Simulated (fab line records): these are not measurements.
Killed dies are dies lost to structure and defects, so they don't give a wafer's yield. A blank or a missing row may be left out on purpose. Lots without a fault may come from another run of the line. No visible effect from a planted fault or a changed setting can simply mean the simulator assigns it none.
Matching of chambers :: flow nand-harc :: NHARC_A_WL_FILL_ALD_10 on ald-hk-02: 4 sister chambers
The step deposits SiO2, target thk 50 nm, pulse time 10 s, ald cycles 500. 4 wafers are shown with their chamber, then 7 later ones without.

WAFERS PAIRED WITH THEIR CHAMBERS
wafer: L744.1
chamber: 0
heater-power-w (W): 579

wafer: L742.1
chamber: 1
heater-power-w (W): 500

wafer: L742.6
chamber: 3
heater-power-w (W): 450

wafer: L751.5
chamber: 2
heater-power-w (W): 475

WAFERS MISSING THEIR CHAMBER
wafer: L751.6
heater-power-w (W): 439

wafer: L752.1
heater-power-w (W): 512

wafer: L752.3
heater-power-w (W): 608

wafer: L752.4
heater-power-w (W): 442

wafer: L758.2
heater-power-w (W): 432

wafer: L758.4
heater-power-w (W): 458

wafer: L758.6
heater-power-w (W): 442

CHAMBER TAKEN BY EACH
wafer: L751.6
from the rows above: can't be placed: 3 or 2
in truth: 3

wafer: L752.1
from the rows above: can't be placed: 1 or 2
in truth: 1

wafer: L752.3
from the rows above: 0
in truth: 0

wafer: L752.4
from the rows above: can't be placed: 3 or 2
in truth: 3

wafer: L758.2
from the rows above: can't be placed: 3 or 2
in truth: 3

wafer: L758.4
from the rows above: can't be placed: 3 or 2
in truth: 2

wafer: L758.6
from the rows above: can't be placed: 3 or 2
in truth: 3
Correct placement for 1 of the 7. From these rows, 6 cannot be placed; in 6 the true chamber is one of the candidates. Placed wrongly: 0.
How it was worked out, from the rows above alone: a wafer's distance from a chamber is the root of the sum, over the readings, of the square of ((its reading less the chamber's mean) divided by the reading's scatter). The wafer belongs to the nearest chamber; if the next one is less than 2 further off, it can't be placed. Each chamber's mean is taken over the wafers shown for it. The scatter (one wafer shown for each chamber): square how far every hidden wafer sits from the nearest shown wafer, average those squares and take the square root.
